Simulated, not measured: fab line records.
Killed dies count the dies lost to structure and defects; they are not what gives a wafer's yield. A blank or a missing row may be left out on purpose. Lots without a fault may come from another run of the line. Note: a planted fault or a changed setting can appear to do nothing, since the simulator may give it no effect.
Which tool did it?    flow n5Finfet    27 wafers from 10 lots sampled at 5 of the route's 1938 steps

WHAT THE GAUGES SHOWED, per wafer
N5_MOL_CONTACT_COAG_CD_MEAS_08 targets a cd of 28 nm. Usual: cdNm reads 28.01 nm (standard deviation 0.24).
lot   measured      on        cdNm (nm)          flag
L828  day 5 00:20   cdSem-02  27.67 27.59 27.85  
L829  day 5 06:26   cdSem-01  28.08 28.08 28.26  
L832  day 5 17:38   cdSem-02  28.03 27.67 28.18  
L833  day 6 01:13   cdSem-03  28.32 28.13 28.09  
L839  day 7 18:33   cdSem-02  28.04 27.98 27.90  
L840  day 7 21:38   cdSem-03  27.76 28.30 27.70  
L846  day 9 08:22   cdSem-03  28.38 27.88        
L848  day 9 17:22   cdSem-01  27.82 27.87        
L849  day 9 20:45   cdSem-01  27.73 28.24        
L851  day 10 10:26  cdSem-03  27.97 28.31 27.97  

N5_MOL_CONTACT_COAG_INSPECT_57: inspects for defects (brightfield). Usual: rawDefectCount reads 209 (standard deviation 59).
lot   measured      on                rawDefectCount  flag
L828  day 5 11:01   defectInspect-01  219 361 292     
L829  day 5 15:51   defectInspect-01  223 299 222     
L832  day 6 03:13   defectInspect-02  193 257 229     
L833  day 6 09:33   defectInspect-02  215 118 172     
L839  day 8 04:25   defectInspect-02  178 232 208     
L840  day 8 07:02   defectInspect-02  242 184 148     
L846  day 9 19:58   defectInspect-02  246 292         
L848  day 10 03:08  defectInspect-02  154 133         
L849  day 10 05:28  defectInspect-01  221 146         
L851  day 10 21:55  defectInspect-02  318 291 301     

N5_BEOL_M4_RC_MEAS_101. Usual: DIBL_N 36.9 mV/V, standard deviation 1.7; DIBL_P 36.7 mV/V, standard deviation 2.1; IOFF_N 0.17 nA/um, standard deviation 0.032; IOFF_P 0.22 nA/um, standard deviation 0.036; ION_N 674 uA/um, standard deviation 12; ION_P 461 uA/um, standard deviation 7; SS_N 71.7 mV/dec, standard deviation 0.6; SS_P 73.4 mV/dec, standard deviation 0.67; VT_N 249 mV, standard deviation 3.1; VT_P -250 mV, standard deviation 3.2.
lot   measured      on         DIBL_N (mV/V)   DIBL_P (mV/V)   IOFF_N (nA/um)  IOFF_P (nA/um)  ION_N (uA/um)  ION_P (uA/um)  SS_N (mV/dec)   SS_P (mV/dec)   VT_N (mV)    VT_P (mV)       flag
L828  day 8 01:31   prober-01  35.5 36.4 35.7  35.5 36.6 34.9  0.14 0.15 0.14  0.18 0.20 0.18  657 674 666    448 464 456    71.7 71.3 70.9  72.8 73.2 73.1  253 254 250  -254 -251 -251  
L829  day 9 00:19   prober-02  37.7 36.5 36.5  37.5 35.6 36.0  0.18 0.16 0.16  0.22 0.19 0.19  674 666 676    463 456 453    71.6 71.3 71.7  73.8 73.2 73.5  250 250 250  -249 -252 -252  
L832  day 9 03:32   prober-02  37.5 40.4 37.1  38.3 42.5 38.5  0.17 0.24 0.16  0.21 0.28 0.21  668 691 678    460 463 461    71.6 72.7 72.3  73.6 75.5 73.6  250 242 250  -252 -248 -251  
L833  day 9 05:38   prober-02  38.0 35.7 37.3  40.4 36.3 39.3  0.20 0.16 0.18  0.27 0.20 0.26  687 670 671    469 464 463    72.1 71.7 72.3  73.6 72.8 73.7  244 248 248  -246 -251 -248  
L839  day 10 15:55  prober-01  36.1 34.8 35.1  35.3 34.0 34.4  0.15 0.13 0.14  0.22 0.19 0.19  668 656 665    466 457 459    71.4 70.9 71.9  72.6 71.8 72.7  250 253 252  -246 -252 -249  
L840  day 11 00:52  prober-01  37.7 34.9 36.2  38.5 36.7 37.5  0.19 0.14 0.16  0.26 0.21 0.23  688 677 677    475 466 461    72.3 70.8 72.2  73.5 73.7 72.3  248 253 248  -245 -249 -246  
L846  day 12 15:35  prober-02  34.8 37.2       33.6 35.8       0.14 0.18       0.24 0.26       667 681        467 471        70.8 71.3       72.1 73.8       248 247      -245 -245       
L848  day 13 01:27  prober-01  35.4 35.2       37.3 37.1       0.16 0.15       0.21 0.21       681 682        464 461        71.1 71.0       73.6 73.0       248 250      -250 -249       
L849  day 13 05:02  prober-02  33.9 32.0       32.4 30.8       0.11 0.10       0.16 0.14       653 651        450 452        71.3 69.8       72.7 72.5       255 255      -253 -255       
L851  day 14 00:20  prober-01  39.1 37.7 39.5  38.5 37.1 39.5  0.18 0.16 0.19  0.23 0.22 0.26  663 659 681    460 458 467    71.9 72.1 72.8  74.1 73.7 73.8  251 252 251  -249 -248 -247  

TOOL THAT RAN EACH LOT (tool first, then ch and the chambers of the sampled wafers, then the start)
lot   N5_MOL_CONTACT_COAG_ETCH_105       N5_MOL_CONTACT_COAG_ALD_27
L828  rieDiel-04 ch 0,2,3, day 5 00:52   aldSin-02 ch 0,2,3, day 5 08:04
L829  rieDiel-05 ch 1,3, day 5 06:37     aldSin-02 ch 0,3, day 5 13:01
L832  rieDiel-05 ch 1,3, day 5 17:59     aldSin-01 ch 1,2,3, day 6 00:16
L833  rieDiel-02 ch 0,2,3, day 6 01:23   aldSin-02 ch 0,2,3, day 6 06:43
L839  rieDiel-02 ch 2,3, day 7 18:44     aldSin-02 ch 0,1,3, day 8 01:28
L840  rieDiel-05 ch 1,2,3, day 7 21:49   aldSin-02 ch 1,2,3, day 8 03:54
L846  rieDiel-05 ch 0,1, day 9 08:47     aldSin-02 ch 0,2, day 9 16:17
L848  rieDiel-05 ch 1, day 9 17:32       aldSin-02 ch 0, day 10 00:18
L849  rieDiel-05 ch 0,3, day 9 21:22     aldSin-02 ch 1,3, day 10 02:20
L851  rieDiel-02 ch 0,1,2, day 10 11:40  aldSin-01 ch 0,3, day 10 19:05
- N5_MOL_CONTACT_COAG_ETCH_105: etches SiARC in CF4, target depth 15.6 nm, time 26 s.
- N5_MOL_CONTACT_COAG_ALD_27: deposits SiOC, target thk 17 nm, pulse time 1.5 s, time 2720 s.

WHAT THE TOOLS THEMSELVES READ (means of the sampled wafers that have a number; where no wafer has one, the mark that the record gives instead)
N5_MOL_CONTACT_COAG_ETCH_105. Usual: drypumpMotorCurrentA 5.5 A, standard deviation 0.36; etchRfOnTimeS 26.3 s, standard deviation 0.41; mfcArSccm 100.0 sccm, standard deviation 0.3; oesProductAu 0.66 a.u., standard deviation 0.07; rfVppV 184.1 V, standard deviation 1.3; showerheadPlenumPTorr 2.14 Torr, standard deviation 0.078; throttleValvePct 15.61 %, standard deviation 0.19.
lot   tool        drypumpMotorCurrentA (A)  etchRfOnTimeS (s)  mfcArSccm (sccm)  oesProductAu (a.u.)  rfVppV (V)  showerheadPlenumPTorr (Torr)  throttleValvePct (%)  flag
L828  rieDiel-04  5.4                       26.7               100.4             0.67                 182.6       2.07                          15.59                 
L829  rieDiel-05  5.6                       27.0               99.9              0.60                 183.0       2.04                          15.82                 
L832  rieDiel-05  5.6                       26.6               99.5              0.60                 182.6       2.04                          15.83                 
L833  rieDiel-02  5.6                       26.1               99.8              0.68                 184.3       2.16                          15.64                 
L839  rieDiel-02  5.5                       25.8               100.4             0.72                 185.1       2.20                          15.62                 
L840  rieDiel-05  5.7                       26.7               100.0             0.67                 184.0       2.18                          15.58                 
L846  rieDiel-05  5.2                       26.4               99.5              0.65                 183.3       2.10                          15.54                 
L848  rieDiel-05  5.5                       26.6               100.0             0.62                 182.1       2.05                          15.80                 
L849  rieDiel-05  5.3                       26.0               100.4             0.71                 184.6       2.21                          15.36                 
L851  rieDiel-02  5.5                       26.3               100.2             0.64                 183.9       2.14                          15.63                 

N5_MOL_CONTACT_COAG_ALD_27. Usual: heaterPowerW 849 W, standard deviation 89; precursorPulseHeightRel 1.004, standard deviation 0.02; runLengthS 2769.7 s, standard deviation 0.4.
lot   tool       heaterPowerW (W)  precursorPulseHeightRel  runLengthS (s)  flag
L828  aldSin-02  803               0.995                    2769.7          
L829  aldSin-02  832               1.001                    2770.0          
L832  aldSin-01  929               0.983                    2769.6          
L833  aldSin-02  785               1.000                    2769.8          
L839  aldSin-02  815               1.012                    2769.8          
L840  aldSin-02  764               0.977                    2769.5          
L846  aldSin-02  793               1.006                    3594.0          OFF
L848  aldSin-02  903               1.004                    3593.9          OFF
L849  aldSin-02  785               1.025                    4417.5          OFF
L851  aldSin-01  786               1.008                    2769.9          

THE ANSWER, worked out from the rows above alone
Rule: a lot is off if the mean of its wafers that have a number lies more than 3 standard deviations from the usual mean. A lot without any number at a reading at which 4 lots or more have one is off too. All remaining lots with rows at the step are treated as sound. The gauges are gone through in route order, then the tools' own readings, and for those a lot's mean is taken as printed above. At the first step where some lot is off, the reading lying furthest off is the one used; lots without a number count as furthest.
Off at N5_MOL_CONTACT_COAG_ALD_27 (runLengthS): L846, L848, L849.
A tool fits if, at that step or a process step before it, it ran every lot that is off, and no sound lot after the first of them. This does not decide it: 2 tools fit, namely rieDiel-05 at N5_MOL_CONTACT_COAG_ETCH_105 and aldSin-02 at N5_MOL_CONTACT_COAG_ALD_27.

WHAT HAD BEEN PUT IN BY THE SIMULATOR
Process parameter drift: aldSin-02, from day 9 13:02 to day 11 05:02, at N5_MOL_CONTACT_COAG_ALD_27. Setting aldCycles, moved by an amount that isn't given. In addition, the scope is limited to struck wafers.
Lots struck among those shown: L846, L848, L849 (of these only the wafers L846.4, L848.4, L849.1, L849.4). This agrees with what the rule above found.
